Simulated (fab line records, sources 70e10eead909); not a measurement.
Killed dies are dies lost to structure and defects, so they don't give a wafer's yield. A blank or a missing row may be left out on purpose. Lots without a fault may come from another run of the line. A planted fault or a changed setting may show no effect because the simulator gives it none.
fab line records | flow nand_harc
record lots=11 wafers=33 last_day=24
route steps=1159 shown A_CONTACT@900 END@1159
lots that met no fault: from a run of the same line without faults
start_h: hours from the record's first day to the start of the lot's first wafer shown | wait_h: hours since the lot's step before | " the same as in the row above | L1.1+2: a row that stands for several wafers | - no value, or no start given | * or withheld: withheld | < > ~ a bound
route shown NAME@n: a module of which the file shows steps, and the number in the route of the first | usual: mean/standard deviation of fault-free wafers | same: alike in all rows | chamber/n: place in a boat | sites: the reading at each site | _std_site: their standard deviation | _edge_site: outer sites' mean less inner sites' | radius_mm: how far each site lies from the wafer's centre | mask NAME#n: copy n | behind: the tool/chamber that last shaped the wafer | hold: why the lot was held/for how many hours/how that ended | device: the transistor (n, p or np) that didn't switch | end of line: the same wafers' tests at the end of the route | a step without rows: its recipe alone | killed: dies lost to structure and defects at the first sort, not the wafer's yield | map: a wafer's dies, x killed, . not, _ none there
set.NAME: the setting as run; set.NAME@STEP: as run at that earlier step | model.NAME: the simulator's own value behind a step, which no gauge read
steps of the route over a sample of lots; a table a step, a row a wafer
services: from which hour (start_h, from the record's first day; less than 0 if before it) a tool's chamber was out of use, for how many hours, and why
## steps
# step NHARC_A_CONTACT_ETCH_75
# recipe target_depth_a=390 over_etch_frac=0.3 time_s=65 ion_energy_ev=80 cf4_flow_sccm=150 ar_flow_sccm=0 rf_w=300 bias_w=100 chemistry=CF4
# usual bias_w=100.0/0.31 cf4_flow_sccm=150.0/0.47 drypump_motor_current_A=5.7/0.38 oes_product_au=1.001/0.0086 rf_vpp_V=150.8/1.1 showerhead_plenum_p_Torr=1.73/0.06 throttle_valve_pct=13.284/0.0085
# columns lot.wafer tool chamber start_h wait_h bias_w cf4_flow_sccm drypump_motor_current_A oes_product_au rf_hours_counter_h rf_vpp_V showerhead_plenum_p_Torr throttle_valve_pct
L809.4 rie_diel-07 0 386.69 0.1 99.4 150.3 5.8 1.013 49 151.5 1.88 13.290
L809.3 " 3 " " 99.8 150.4 5.2 0.996 55 151.0 1.74 13.279
L809.6 " 0 " " 100.3 150.1 5.8 1.003 - 152.1 1.87 13.292
L810.1 rie_diel-01 0 393.84 0.1 100.0 150.3 6.7 1.015 28 149.6 1.65 13.281
L810.5 " 2 " " 100.0 149.8 6.0 1.015 - 152.0 1.80 13.286
L810.6 " 3 " " 99.9 150.9 5.3 0.996 - 150.2 1.73 13.296
L815.1 rie_diel-07 3 404.56 0.1 100.4 148.9 5.3 1.000 62 150.1 1.74 13.282
L815.2 " 1 " " 100.0 149.6 5.6 1.022 58 152.2 1.74 13.292
L815.6 " 2 " " 99.6 149.8 5.9 1.013 - 151.4 1.77 13.284
L811.1 rie_diel-13 3 407.09 0.1 100.2 149.7 6.0 1.006 19 151.5 1.81 13.275
L811.6 " 1 " " 100.0 150.1 5.5 0.995 - 150.9 1.69 13.288
L811.5 " 0 " " 100.2 150.4 5.2 0.995 - 151.6 1.68 13.270
L820.1 rie_diel-13 1 443.00 0.1 99.9 150.4 5.4 0.997 28 150.8 1.69 13.294
L820.6 " 3 " " 100.5 150.2 5.9 1.007 - 150.7 1.81 13.293
L820.5 " 0 " " 99.1 150.3 5.2 0.995 - 149.9 1.68 13.278
L819.1 rie_diel-13 3 444.99 0.1 99.6 149.6 6.0 0.998 27 152.2 1.81 13.285
L819.4 " 1 " " 100.2 150.3 5.4 1.001 29 150.7 1.69 13.288
L819.6 " 0 " " 100.3 149.4 5.2 0.992 - 149.8 1.68 13.292
L817.1 rie_diel-13 3 446.70 0.2 99.4 149.4 6.0 1.003 27 148.8 1.81 13.269
L817.3 " 0 " " 99.8 149.8 5.2 1.001 28 149.3 1.68 13.288
L817.6 " 0 " " 100.1 150.6 5.2 0.998 - 150.0 1.68 13.268
L822.2 rie_diel-07 0 453.43 0.3 100.5 149.9 5.8 1.005 9 151.9 1.87 13.278
L822.3 " 1 " " 99.8 150.2 5.6 0.989 9 152.3 1.74 13.286
L822.6 " 0 " " 100.1 150.7 5.8 1.001 - 153.7 1.87 13.285
L821.3 rie_diel-07 3 461.31 0.1 99.8 149.9 5.3 0.995 12 150.1 1.74 13.277
L821.4 " 0 " " 99.8 150.7 5.9 0.996 12 151.3 1.87 13.292
L821.1 " 1 " " 100.0 149.7 5.7 0.998 12 151.0 1.74 13.287
L830.3 rie_diel-13 0 517.32 0.1 100.0 149.8 5.2 1.005 9 150.3 1.67 13.277
L830.4 " 1 " " 100.2 149.0 5.5 0.996 10 151.3 1.69 13.276
L830.6 " 3 " " 99.4 150.1 6.0 0.997 - 152.0 1.80 13.270
L831.2 rie_diel-13 3 522.91 0.1 99.9 149.4 6.0 0.996 11 151.9 1.80 13.277
L831.4 " 0 " " 100.1 150.7 5.2 1.009 11 149.3 1.67 13.296
L831.1 " 2 " " 100.6 149.9 6.0 1.009 12 150.5 1.69 13.297
# step NHARC_A_CONTACT_ETCH_131
# recipe source_w=withheld pressure_mtorr=20 bias_v=1200 time_s=155 target_depth_a=9560 ar_flow_sccm=withheld c4f8_flow_sccm=withheld o2_flow_sccm=withheld chemistry=C4F8/O2/Ar
# usual chamber_pressure_mTorr=20.001/0.018 oes_air_line_au=0.998/0.021
# columns lot.wafer tool chamber start_h wait_h chamber_pressure_mTorr oes_air_line_au rf_hours_counter_h
L809.4 har_cap_etch-01 1 388.82 0.1 20.000 1.001 -
L809.3 " 0 " " 20.005 1.000 -
L809.6 " 0 " " 20.002 0.976 -
L810.1 har_cap_etch-03 1 396.22 0.1 20.011 0.956 83
L810.5 " 0 " " 19.997 0.998 -
L810.6 " 1 " " 20.030 1.002 -
L815.2 har_cap_etch-03 1 406.83 0.1 20.022 0.991 86
L815.1 " 0 " " 20.004 0.989 86
L815.6 " 1 " " 19.996 0.981 -
L811.1 har_cap_etch-01 0 409.83 0.2 20.016 0.975 65
L811.6 " 1 " " 20.018 1.010 -
L811.5 " 0 " " 19.990 0.974 -
L820.1 har_cap_etch-03 0 445.07 0.1 20.005 1.023 91
L820.5 " 0 " " 20.010 1.024 -
L820.6 " 1 " " 19.976 1.000 -
L819.1 har_cap_etch-01 1 447.09 0.1 - - -
L819.4 " 0 " " - - -
L819.6 " 1 " " - - -
L817.1 har_cap_etch-03 1 448.85 0.1 20.022 1.004 93
L817.3 " 0 " " 19.980 1.006 -
L817.6 " 0 " " 19.978 0.994 -
L822.2 har_cap_etch-02 0 456.09 0.1 - - -
L822.3 " 1 " " - - -
L822.6 " 1 " " - - -
L821.1 har_cap_etch-01 1 463.38 0.1 - - -
L821.3 " 1 " " - - -
L821.4 " 0 " " - - -
L830.4 har_cap_etch-02 0 519.46 0.1 20.000 1.008 -
L830.3 " 1 " " 19.972 1.020 -
L830.6 " 1 " " 20.012 1.049 -
L831.1 har_cap_etch-03 1 525.19 0.1 19.984 0.987 105
L831.2 " 0 " " 20.015 0.979 105
L831.4 " 1 " " 20.002 1.004 -
# step NHARC_A_CONTACT_ETCH_91
# recipe target_depth_a=400 over_etch_frac=0.5 time_s=85.7 ion_energy_ev=120 ch3f_flow_sccm=50 o2_flow_sccm=30 ar_flow_sccm=200 rf_w=500 bias_w=100 chemistry=CH3F/O2
# usual bias_w=100.0/0.31 ch3f_flow_sccm=49.98/0.16 drypump_motor_current_A=5.7/0.42 oes_product_au=0.94/0.03 rf_vpp_V=243.4/1.5 showerhead_plenum_p_Torr=2.40/0.088 throttle_valve_pct=20.664/0.0089
# columns lot.wafer tool chamber start_h wait_h bias_w ch3f_flow_sccm drypump_motor_current_A oes_product_au rf_hours_counter_h rf_vpp_V showerhead_plenum_p_Torr throttle_valve_pct
L809.3 rie_diel-01 3 389.66 0.4 99.9 50.04 5.4 1.00 26 243.3 2.41 20.661
L809.6 " 0 " " 99.8 50.18 6.7 1.01 - 242.0 2.28 20.664
L809.4 " 3 " " 100.2 50.12 5.3 1.00 - 242.5 2.41 20.663
L810.1 rie_diel-01 0 397.04 0.5 100.1 49.84 6.7 0.94 29 243.1 2.28 20.655
L810.6 " 0 " " 100.4 50.08 6.7 0.93 - 239.8 2.28 20.661
L810.5 " 1 " " 100.0 50.02 5.1 1.01 - 241.8 2.32 20.653
L815.2 rie_diel-01 2 407.74 0.6 100.1 50.09 6.0 0.99 30 245.2 2.51 20.671
L815.1 " 3 " " 100.4 49.65 5.4 0.99 33 243.3 2.40 20.673
L815.6 " 1 " " 99.9 50.09 5.1 0.99 - 241.8 2.32 20.684
L811.1 rie_diel-13 2 410.94 0.6 99.9 50.22 6.0 1.01 20 241.8 2.36 20.658
L811.5 " 2 " " 99.6 50.10 5.9 1.01 - 244.0 2.36 20.664
L811.6 " 3 " " 99.7 49.92 6.0 0.93 - 244.7 2.51 20.640
L820.1 rie_diel-01 0 445.96 0.6 99.8 50.20 6.7 1.01 47 242.0 2.28 20.654
L820.5 " 1 " " 100.1 49.92 5.1 0.99 - 242.7 2.31 20.688
L820.6 " 2 " " 99.7 49.98 6.0 1.00 - 244.4 2.50 20.680
L819.1 rie_diel-13 3 447.95 0.5 99.6 50.17 6.0 0.93 28 245.6 2.51 20.661
L819.4 " 1 " " 100.1 50.01 5.5 0.92 30 242.9 2.34 20.663
L819.6 " 2 " " 100.2 49.84 6.0 0.94 - 241.8 2.36 20.667
L817.1 rie_diel-01 3 449.69 0.5 100.1 50.08 5.3 0.93 48 244.4 2.40 20.669
L817.3 " 0 " " 100.2 49.87 6.8 0.92 48 241.7 2.28 20.658
L817.6 " 2 " " 100.0 49.81 6.0 0.94 - 245.6 2.50 20.673
L822.2 rie_diel-07 2 456.96 0.5 100.4 49.95 5.9 0.93 11 245.0 2.45 20.671
L822.3 " 3 " " 99.9 50.28 5.3 0.92 12 244.0 2.41 20.675
L822.6 " 0 " " 99.6 49.78 5.8 0.93 - 246.2 2.60 20.668
L821.4 rie_diel-07 2 464.23 0.4 99.7 50.16 5.9 0.92 13 243.5 2.45 20.665
L821.3 " 0 " " 99.8 49.97 5.8 0.93 14 246.1 2.60 20.677
L821.1 " 1 " " 99.7 50.15 5.7 0.91 13 243.6 2.42 20.678
L830.3 rie_diel-13 1 520.26 0.4 100.0 49.99 5.5 0.92 11 241.9 2.34 20.659
L830.4 " 0 " " 99.7 49.74 5.2 0.93 10 241.9 2.32 20.667
L830.6 " 2 " " 100.4 49.93 5.9 0.93 - 242.7 2.35 20.659
L831.1 rie_diel-07 3 526.04 0.5 99.8 49.92 5.3 0.99 37 244.1 2.40 20.667
L831.2 " 0 " " 99.8 50.21 5.8 1.01 39 246.6 2.59 20.665
L831.4 " 1 " " 99.6 50.07 5.7 0.98 38 244.1 2.41 20.671
# step NHARC_A_CONTACT_ETCH_106
# recipe target_depth_a=600 overetch_a=60 time_s=33 ion_energy_ev=100 cf4_flow_sccm=80 o2_flow_sccm=20 ar_flow_sccm=0 rf_w=300 bias_w=100 chemistry=CF4/O2
# usual bias_w=99.97/0.29 cf4_flow_sccm=80.00/0.22 drypump_motor_current_A=5.7/0.47 oes_product_au=1.001/0.0095 rf_vpp_V=197.3/1.4 showerhead_plenum_p_Torr=1.31/0.053 throttle_valve_pct=13.399/0.0097
# columns lot.wafer tool chamber start_h wait_h bias_w cf4_flow_sccm drypump_motor_current_A oes_product_au rf_hours_counter_h rf_vpp_V showerhead_plenum_p_Torr throttle_valve_pct
L809.4 rie_diel-13 0 390.16 0.0 99.90 80.33 5.2 1.010 17 194.9 1.26 13.411
L809.3 " 2 " " 100.15 79.96 5.9 1.019 17 195.9 1.28 13.400
L809.6 " 0 " " 100.58 79.95 5.2 1.007 - 197.4 1.26 13.392
L810.1 rie_diel-01 2 398.06 0.1 99.19 80.41 6.0 1.001 27 199.0 1.36 13.398
L810.6 " 3 " " 99.53 80.02 5.3 0.999 - 198.1 1.30 13.391
L810.5 " 0 " " 100.66 79.54 6.7 1.008 - 195.2 1.24 13.400
L815.2 rie_diel-01 1 408.29 0.1 99.93 80.05 5.1 1.002 24 195.6 1.26 13.414
L815.1 " 3 " " 100.12 80.11 5.3 1.004 33 197.5 1.30 13.397
L815.6 " 2 " " 100.12 79.91 6.0 0.998 - 198.1 1.36 13.392
L811.1 rie_diel-01 0 411.86 0.2 100.04 80.08 6.7 1.012 34 195.4 1.24 13.405
L811.5 " 0 " " 99.78 79.78 6.7 1.007 - 196.0 1.24 13.416
L811.6 " 1 " " 99.77 79.96 5.1 1.008 - 197.6 1.26 13.393
L820.1 rie_diel-13 2 446.43 0.1 99.66 80.41 6.0 1.010 27 195.4 1.28 13.411
L820.5 " 1 " " 100.10 80.08 5.4 0.995 - 197.6 1.27 13.378
L820.6 " 2 " " 99.42 80.44 6.0 1.027 - 196.3 1.28 13.400
L819.4 rie_diel-13 2 448.45 0.1 100.34 80.48 6.0 1.018 28 197.3 1.28 13.386
L819.1 " 1 " " 100.04 79.80 5.5 0.990 30 195.2 1.27 13.413
L819.6 " 2 " " 100.15 80.02 6.0 1.019 - 197.4 1.28 13.380
L817.3 rie_diel-07 1 450.22 0.1 99.70 79.94 5.6 0.987 8 198.8 1.31 13.395
L817.1 " 0 " " 100.38 80.16 5.8 1.002 8 201.2 1.42 13.401
L817.6 " 1 " " 100.00 79.97 5.6 0.987 - 197.3 1.31 13.395
L822.3 rie_diel-01 3 457.74 0.1 100.41 80.01 5.3 0.991 53 198.1 1.30 13.386
L822.2 " 0 " " 100.16 79.84 6.7 1.014 52 195.7 1.23 13.399
L822.6 " 2 " " 99.84 79.88 6.0 1.015 - 197.9 1.36 13.381
L821.4 rie_diel-01 0 464.76 0.1 99.69 79.83 6.7 1.007 55 195.6 1.23 13.394
L821.3 " 2 " " 100.03 80.03 6.0 1.006 53 197.7 1.36 13.391
L821.1 " 3 " " 100.08 80.02 5.4 0.995 56 197.1 1.30 13.404
L830.4 rie_diel-13 0 521.44 0.3 99.84 80.02 5.2 1.009 11 197.2 1.26 13.401
L830.3 " 1 " " 100.07 79.76 5.5 0.997 11 197.3 1.27 13.400
L830.6 " 2 " " 99.37 80.03 6.0 1.010 - 195.1 1.28 13.399
L831.1 rie_diel-01 0 526.65 0.1 100.18 80.12 6.7 1.010 11 197.8 1.44 13.405
L831.2 " 3 " " 99.70 80.33 5.3 0.969 11 196.6 1.29 13.402
L831.4 " 1 " " 99.82 79.88 5.1 1.006 - 195.1 1.25 13.384
# step NHARC_END_SORT_01
# recipe temp_c=25
# usual killed_at_array=29/10 killed_at_other=0.7/1.1 killed_at_periphery=3.2/2.2 killed_dies=33/11 killed_open=3.5/1.8 killed_short=2.0/1.4
# same gross_dies=677
# columns lot.wafer tool chamber start_h wait_h hold killed_at_array killed_at_other killed_at_periphery killed_dies killed_open killed_short
L810.1 prober-01 0 474.61 2.5 - 24 0 6 30 6 4
L810.5 prober-01 0 477.77 3.6 - 23 0 2 25 3 1
L810.6 prober-01 0 478.55 3.9 - 25 1 2 28 0 3
L809.3 prober-02 0 476.34 3.1 - 36 1 7 44 6 3
L809.4 prober-02 0 477.14 3.4 - 38 0 2 40 3 1
L809.6 prober-02 0 478.73 4.0 - 41 0 4 45 2 1
L815.1 prober-02 0 482.50 2.5 - 15 0 2 17 4 0
L815.2 prober-02 0 483.31 2.8 - 26 0 2 28 2 1
L815.6 prober-02 0 486.55 4.1 - 23 1 0 24 2 0
L811.1 prober-01 0 490.15 2.5 - 29 0 1 30 3 0
L811.5 prober-01 0 493.42 3.8 - 40 0 4 44 4 4
L811.6 prober-01 0 494.24 4.1 - 23 0 2 25 4 1
L820.1 prober-02 0 506.07 2.5 - 42 0 4 46 3 5
L820.5 prober-02 0 509.29 3.7 - 54 0 0 54 0 3
L820.6 prober-02 0 510.10 4.0 - 37 0 2 39 2 2
L817.1 prober-01 0 513.67 2.5 - 13 0 6 19 2 2
L817.3 prober-01 0 515.30 3.1 - 8 0 8 16 2 0
L817.6 prober-01 0 517.74 4.1 - 22 1 5 28 4 3
L819.1 prober-02 0 513.93 2.5 await_dispo/1.8h/scrap 669 0 8 677 3 1
L819.4 prober-02 0 516.32 3.4 await_dispo/1.8h/scrap 668 1 8 677 5 3
L819.6 prober-02 0 517.90 4.0 await_dispo/1.8h/scrap 669 1 7 677 4 2
L822.2 prober-01 0 522.38 2.8 await_dispo/9.0h/scrap 674 0 3 677 2 4
L822.3 prober-01 0 523.19 3.1 await_dispo/9.0h/scrap 674 1 2 677 8 0
L822.6 prober-01 0 525.61 4.0 await_dispo/9.0h/scrap 672 3 2 677 2 0
L821.1 prober-02 0 534.31 2.5 await_dispo/3.0h/scrap 674 0 3 677 3 4
L821.3 prober-02 0 535.91 3.1 await_dispo/3.0h/scrap 677 0 0 677 2 1
L821.4 prober-02 0 536.71 3.4 await_dispo/3.0h/scrap 675 1 1 677 3 1
L830.3 prober-01 0 577.91 3.2 - 21 2 5 28 1 3
L830.4 prober-01 0 578.73 3.5 - 23 0 4 27 4 1
L830.6 prober-01 0 580.38 4.1 - 27 0 3 30 6 1
L831.1 prober-02 0 584.53 2.5 - 34 2 4 40 5 3
L831.2 prober-02 0 585.33 2.8 - 53 4 3 60 6 3
L831.4 prober-02 0 586.92 3.4 - 34 2 4 40 6 3
# killed by level:class
L810.1 A_CHANNEL_HOLE_D1:chamber_film_flake=10 A_CONTACT:chamber_film_flake=3 A_ONON_D1:geometric_particle:short=2 A_M0:geometric_particle:open=2 A_CHANNEL_FILL_D1:chamber_film_flake=2 P_CONTACT:geometric_particle:open=1 P_M0:geometric_particle:short=1 P_M2:geometric_particle:open=1
L809.3 A_CHANNEL_HOLE_D1:chamber_film_flake=14 A_SLIT:chamber_film_flake=8 P_GATE:chamber_film_flake=4 A_WL_FILL:chamber_film_flake=4 A_CHANNEL_FILL_D1:geometric_particle:open=2 A_STAIRCASE:chamber_film_flake=2 P_CONTACT:geometric_particle:open=1 A_SOURCE_PLATE:geometric_particle:open=1
L809.4 A_CHANNEL_HOLE_D1:chamber_film_flake=15 A_SLIT:chamber_film_flake=11 A_CONTACT:chamber_film_flake=4 P_GATE:chamber_film_flake=2 A_STAIRCASE:chamber_film_flake=2 A_ONON_D1:geometric_particle:short=1 A_ONON_D1:geometric_particle:open=1 A_CHANNEL_FILL_D1:geometric_particle:open=1
L810.5 A_CHANNEL_HOLE_D1:chamber_film_flake=14 A_STAIRCASE:chamber_film_flake=2 P_STI:geometric_particle:open=1 A_CHANNEL_FILL_D1:geometric_particle:open=1 A_WL_FILL:geometric_particle:short=1 A_CONTACT:geometric_particle:open=1 P_GATE:chamber_film_flake=1 A_ZERO_WELL:chamber_film_flake=1
L810.6 A_CHANNEL_HOLE_D1:chamber_film_flake=17 A_STAIRCASE:chamber_film_flake=3 A_CONTACT:chamber_film_flake=2 A_CHANNEL_FILL_D1:geometric_particle:short=1 A_SGD_CUT:geometric_particle:short=1 A_CONTACT:geometric_particle:short=1 P_ZERO_WELL:chamber_film_flake=1 P_GATE:chamber_film_flake=1
L809.6 A_SLIT:chamber_film_flake=16 A_CHANNEL_HOLE_D1:chamber_film_flake=13 A_CONTACT:chamber_film_flake=3 P_ZERO_WELL:chamber_film_flake=2 A_STAIRCASE:chamber_film_flake=2 A_WL_FILL:chamber_film_flake=2 A_M0:chamber_film_flake=2 A_SOURCE_PLATE:geometric_particle:open=1
L815.1 A_CHANNEL_HOLE_D1:chamber_film_flake=10 P_CONTACT:geometric_particle:open=1 P_M1:geometric_particle:open=1 A_ONON_D1:geometric_particle:open=1 A_CHANNEL_FILL_D1:geometric_particle:open=1 A_SLIT:chamber_film_flake=1 A_STAIRCASE:chamber_film_flake=1 A_CONTACT:chamber_film_flake=1
L815.2 A_CHANNEL_HOLE_D1:chamber_film_flake=17 A_STAIRCASE:chamber_film_flake=4 A_CONTACT:chamber_film_flake=2 P_M2:geometric_particle:short=1 A_WL_FILL:geometric_particle:open=1 A_CONTACT:geometric_particle:open=1 P_BONDPAD:chamber_film_flake=1 A_ZERO_WELL:chamber_film_flake=1
L815.6 A_CHANNEL_HOLE_D1:chamber_film_flake=18 A_STAIRCASE:chamber_film_flake=2 A_CONTACT:chamber_film_flake=2 A_CONTACT:geometric_particle:open=1 STARTING-WAFER:geometric_particle:open=1
L811.1 A_SLIT:chamber_film_flake=11 A_STAIRCASE:chamber_film_flake=5 A_ZERO_WELL:chamber_film_flake=4 A_M1:chamber_film_flake=3 A_CHANNEL_HOLE_D1:chamber_film_flake=2 P_GATE:geometric_particle:open=1 A_CHANNEL_HOLE_D1:geometric_particle:open=1 A_M0:geometric_particle:open=1
L811.5 A_SLIT:chamber_film_flake=14 A_CHANNEL_HOLE_D1:chamber_film_flake=5 A_SGD_CUT:chamber_film_flake=5 A_STAIRCASE:chamber_film_flake=3 A_WL_FILL:chamber_film_flake=2 A_CONTACT:chamber_film_flake=2 A_M1:chamber_film_flake=2 P_M0:geometric_particle:short=1
L811.6 A_SLIT:chamber_film_flake=9 A_CONTACT:chamber_film_flake=3 A_ZERO_WELL:chamber_film_flake=2 A_CHANNEL_HOLE_D1:chamber_film_flake=2 A_STAIRCASE:chamber_film_flake=2 P_M0:geometric_particle:open=1 P_M1:geometric_particle:open=1 A_ONON_D1:geometric_particle:open=1
L820.1 A_CHANNEL_HOLE_D1:chamber_film_flake=15 A_SLIT:chamber_film_flake=13 A_CHANNEL_HOLE_D1:geometric_particle:short=3 P_M2:chamber_film_flake=3 A_STAIRCASE:chamber_film_flake=3 A_CONTACT:chamber_film_flake=3 A_ONON_D1:geometric_particle:open=2 A_ONON_D1:geometric_particle:short=1
L820.5 A_CHANNEL_HOLE_D1:chamber_film_flake=19 A_SLIT:chamber_film_flake=16 A_STAIRCASE:chamber_film_flake=9 A_CONTACT:chamber_film_flake=4 A_WL_FILL:chamber_film_flake=3 A_CHANNEL_FILL_D1:geometric_particle:short=1 A_WL_FILL:geometric_particle:short=1 A_M0:geometric_particle:short=1
L820.6 A_CHANNEL_HOLE_D1:chamber_film_flake=13 A_SLIT:chamber_film_flake=11 A_STAIRCASE:chamber_film_flake=7 A_M0:geometric_particle:open=2 A_CONTACT:chamber_film_flake=2 P_CONTACT:geometric_particle:short=1 A_CONTACT:geometric_particle:short=1 P_M2:chamber_film_flake=1
L817.1 P_GATE:chamber_film_flake=5 A_CONTACT:chamber_film_flake=3 A_CHANNEL_HOLE_D1:chamber_film_flake=2 A_WL_FILL:chamber_film_flake=2 A_SOURCE_PLATE:geometric_particle:short=1 A_ONON_D1:geometric_particle:open=1 A_CONTACT:geometric_particle:short=1 A_CONTACT:geometric_particle:open=1
L819.1 A_CONTACT:area_etch=631 A_CHANNEL_HOLE_D1:chamber_film_flake=19 A_SLIT:chamber_film_flake=12 A_STAIRCASE:chamber_film_flake=5 P_M2:chamber_film_flake=4 P_GATE:chamber_film_flake=2 P_GATE:geometric_particle:open=1 P_M2:geometric_particle:open=1
L817.3 P_M0:chamber_film_flake=6 P_GATE:chamber_film_flake=2 A_CHANNEL_HOLE_D1:chamber_film_flake=2 A_CONTACT:geometric_particle:open=1 A_M0:geometric_particle:open=1 A_SLIT:chamber_film_flake=1 A_CONTACT:chamber_film_flake=1 A_BLC:chamber_film_flake=1
L819.4 A_CONTACT:area_etch=625 A_CHANNEL_HOLE_D1:chamber_film_flake=14 A_STAIRCASE:chamber_film_flake=13 A_SLIT:chamber_film_flake=7 P_M2:chamber_film_flake=6 A_ONON_D1:geometric_particle:open=2 A_CHANNEL_FILL_D1:geometric_particle:short=2 A_CONTACT:geometric_particle:open=2
L817.6 A_CONTACT:chamber_film_flake=5 A_CHANNEL_HOLE_D1:chamber_film_flake=4 A_WL_FILL:chamber_film_flake=3 A_CONTACT:geometric_particle:open=2 A_M0:geometric_particle:open=2 P_STI:chamber_film_flake=2 P_CONTACT:chamber_film_flake=2 A_ONON_D1:geometric_particle:short=1
L819.6 A_CONTACT:area_etch=630 A_CHANNEL_HOLE_D1:chamber_film_flake=19 A_SLIT:chamber_film_flake=10 P_M2:chamber_film_flake=5 A_STAIRCASE:chamber_film_flake=4 A_SGD_CUT:geometric_particle:open=2 P_GATE:geometric_particle:short=1 A_ONON_D1:geometric_particle:open=1
L822.2 A_CONTACT:area_etch=656 A_CONTACT:chamber_film_flake=6 A_SLIT:chamber_film_flake=4 P_M0:geometric_particle:short=1 A_CHANNEL_FILL_D1:geometric_particle:short=1 A_SGD_CUT:geometric_particle:open=1 A_WL_FILL:geometric_particle:short=1 A_CONTACT:geometric_particle:open=1
L822.3 A_CONTACT:area_etch=652 A_CHANNEL_HOLE_D1:chamber_film_flake=7 A_CONTACT:chamber_film_flake=3 A_CONTACT:geometric_particle:open=2 A_M1:geometric_particle:open=2 A_STAIRCASE:chamber_film_flake=2 A_SLIT:chamber_film_flake=2 A_WL_FILL:chamber_film_flake=2
L822.6 A_CONTACT:area_etch=659 A_CONTACT:chamber_film_flake=5 A_CHANNEL_HOLE_D1:chamber_film_flake=4 THIN_TSV:chamber_film_flake=3 A_CHANNEL_HOLE_D1:geometric_particle:open=1 A_M0:geometric_particle:open=1 P_STI:chamber_film_flake=1 P_BONDPAD:chamber_film_flake=1
L821.1 A_CONTACT:area_etch=648 A_CHANNEL_HOLE_D1:chamber_film_flake=8 A_BONDPAD:chamber_film_flake=6 A_CONTACT:chamber_film_flake=5 A_ONON_D1:geometric_particle:short=2 P_GATE:geometric_particle:open=1 A_CHANNEL_FILL_D1:geometric_particle:short=1 A_SGD_CUT:geometric_particle:short=1
L821.3 A_CONTACT:area_etch=659 A_BONDPAD:chamber_film_flake=8 A_CHANNEL_HOLE_D1:chamber_film_flake=4 A_CONTACT:chamber_film_flake=3 A_ONON_D1:geometric_particle:open=1 A_WL_FILL:geometric_particle:short=1 A_WL_FILL:geometric_particle:open=1
L821.4 A_CONTACT:area_etch=656 A_CONTACT:chamber_film_flake=7 A_CHANNEL_HOLE_D1:chamber_film_flake=5 A_BONDPAD:chamber_film_flake=4 A_ONON_D1:geometric_particle:short=1 A_SGD_CUT:geometric_particle:open=1 A_M0:geometric_particle:open=1 P_STI:chamber_film_flake=1
L830.3 A_CHANNEL_HOLE_D1:chamber_film_flake=9 A_WL_FILL:chamber_film_flake=5 P_M1:chamber_film_flake=3 A_STAIRCASE:chamber_film_flake=3 THIN_TSV:chamber_film_flake=2 P_M0:geometric_particle:short=1 P_M1:geometric_particle:short=1 A_CONTACT:geometric_particle:open=1
L830.4 A_CHANNEL_HOLE_D1:chamber_film_flake=7 A_M1:chamber_film_flake=4 P_GATE:chamber_film_flake=2 P_M1:chamber_film_flake=2 A_M0:chamber_film_flake=2 A_ONON_D1:geometric_particle:open=1 A_ONON_D1:geometric_particle:short=1 A_SGD_CUT:geometric_particle:open=1
L830.6 A_CHANNEL_HOLE_D1:chamber_film_flake=13 A_CONTACT:geometric_particle:open=2 P_GATE:chamber_film_flake=2 A_CHANNEL_FILL_D1:chamber_film_flake=2 P_M0:geometric_particle:open=1 A_WL_FILL:geometric_particle:open=1 A_BLC:geometric_particle:short=1 A_M0:geometric_particle:open=1
L831.1 A_SLIT:chamber_film_flake=11 A_CHANNEL_HOLE_D1:chamber_film_flake=7 A_CHANNEL_FILL_D1:chamber_film_flake=3 A_CONTACT:chamber_film_flake=3 A_BONDPAD:chamber_film_flake=3 A_WL_FILL:geometric_particle:open=2 THIN_TSV:chamber_film_flake=2 P_STI:geometric_particle:short=1
L831.2 A_SLIT:chamber_film_flake=21 A_CHANNEL_HOLE_D1:chamber_film_flake=10 A_CONTACT:chamber_film_flake=8 A_STAIRCASE:chamber_film_flake=4 THIN_TSV:chamber_film_flake=4 A_CHANNEL_FILL_D1:geometric_particle:short=2 A_CHANNEL_FILL_D1:chamber_film_flake=2 P_GATE:geometric_particle:open=1
L831.4 A_SLIT:chamber_film_flake=12 A_BONDPAD:chamber_film_flake=5 A_CONTACT:chamber_film_flake=3 A_STAIRCASE:chamber_film_flake=2 A_WL_FILL:chamber_film_flake=2 THIN_TSV:chamber_film_flake=2 P_STI:geometric_particle:open=1 P_GATE:geometric_particle:open=1
## services
# columns tool chamber start_h hours kind
rie_diel-13 0 383.23 - clean
rie_diel-13 1 383.23 - clean
rie_diel-13 2 383.23 - clean
rie_diel-13 3 383.23 - clean
rie_diel-01 1 385.95 10.3 repair
rie_diel-13 2 401.11 8.7 repair
rie_diel-07 - 405.57 9.0 pm
rie_diel-13 0 407.97 - clean
rie_diel-13 1 407.97 - clean
rie_diel-13 3 407.97 - clean
har_cap_etch-03 - 429.71 0.7 repair
rie_diel-13 0 432.47 - clean
rie_diel-13 1 432.47 - clean
rie_diel-13 2 432.47 - clean
rie_diel-13 3 432.47 - clean
rie_diel-13 - 453.26 9.0 pm
rie_diel-13 0 453.26 9.0 vent_cycle
rie_diel-13 1 453.26 9.0 vent_cycle
rie_diel-13 2 453.26 9.0 vent_cycle
rie_diel-13 3 453.26 9.0 vent_cycle
har_cap_etch-02 - 472.27 0.2 repair
rie_diel-01 - 491.93 9.0 pm
har_cap_etch-02 - 504.24 2.4 repair
rie_diel-01 2 525.56 1.5 repair
## key
first_sign step=NHARC_A_CONTACT_ETCH_131 reading=tool_record direction=missing
effect step=NHARC_END_SORT_01 reading=killed_at_array direction=up sigmas=63 usual=29 struck=672
more_kills_born_at NHARC_A_CONTACT_ETCH_131@har_cap_etch-01=3849 NHARC_A_CONTACT_ETCH_131@har_cap_etch-02=1967
met_at NHARC_A_CONTACT_ETCH_131
struck_lots L819,L821,L822
later_rows_left_out L819.1,L819.4,L819.6,L821.1,L821.3,L821.4,L822.2,L822.3,L822.6
tester_left_out L819,L821,L822
not_acting_at NHARC_A_CONTACT_ETCH_75,NHARC_A_CONTACT_ETCH_91,NHARC_A_CONTACT_ETCH_106
onset_between 409.83 447.09
fault kind=skipped_step_whole tool=har_cap_etch-01,har_cap_etch-02 chamber=- onset_h=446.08 steps=NHARC_A_CONTACT_ETCH_131 scope=struck_lots_only
# tester_left_out: of these lots the tester's yield and bins aren't shown, on N5 and GAA mostly nor the transistor test; their killed dies are dies lost to structure and defects alone, not to doping, threshold or leakage, so they don't give the yield
# later_rows_left_out: the simulator's readings of these wafers behind a module that went badly wrong aren't trusted and aren't shown, but for the sort
